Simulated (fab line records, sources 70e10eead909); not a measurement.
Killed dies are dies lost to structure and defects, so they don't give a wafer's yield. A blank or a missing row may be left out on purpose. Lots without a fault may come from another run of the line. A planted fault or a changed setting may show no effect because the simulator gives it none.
Which tool did it? | flow nand_harc | 6 lots, 18 wafers sampled, at 1 step of a route of 1302

WHAT THE GAUGES READ, wafer by wafer
NHARC_A_DECK1_JOINT_THK_MEAS_14: measures by ellipsometry.
lot  | measured     | on            | thk_nm (nm)
L490 | day 14 19:51 | film_metro-02 | 51.0 50.3 49.8
L492 | day 15 13:05 | film_metro-02 | 51.5 49.6 50.0
L497 | day 17 08:34 | film_metro-01 | 48.0 50.9 50.0
L501 | day 19 06:32 | film_metro-01 | 50.2 51.7 50.3
L502 | day 19 18:55 | film_metro-01 | 49.6 50.1 49.6
L504 | day 20 15:27 | film_metro-01 | 48.6 48.7 50.8

WHICH TOOL RAN EACH LOT (tool, then ch and the chambers of the sampled wafers, then the start)
The record holds no process step before these readings.

THE ANSWER, worked out from the rows above alone
Rule: what is usual is taken from the lots themselves. Put in order of their means at a reading, lots are off if they are a third of the lots or fewer, leave a main group of 4 or more, and stand apart from it by a gap of 3 or more times the standard deviation of the main group's means; of several such gaps the widest counts. A main group whose means are all the same, to the digits that the tables above print for the reading, isn't used. A lot without any number at a reading at which 4 lots or more have one is off too. The other lots that the step has rows for count as sound.
No lot is off at any reading shown: from this, nothing can be told.

WHAT THE SIMULATOR HAD PUT IN
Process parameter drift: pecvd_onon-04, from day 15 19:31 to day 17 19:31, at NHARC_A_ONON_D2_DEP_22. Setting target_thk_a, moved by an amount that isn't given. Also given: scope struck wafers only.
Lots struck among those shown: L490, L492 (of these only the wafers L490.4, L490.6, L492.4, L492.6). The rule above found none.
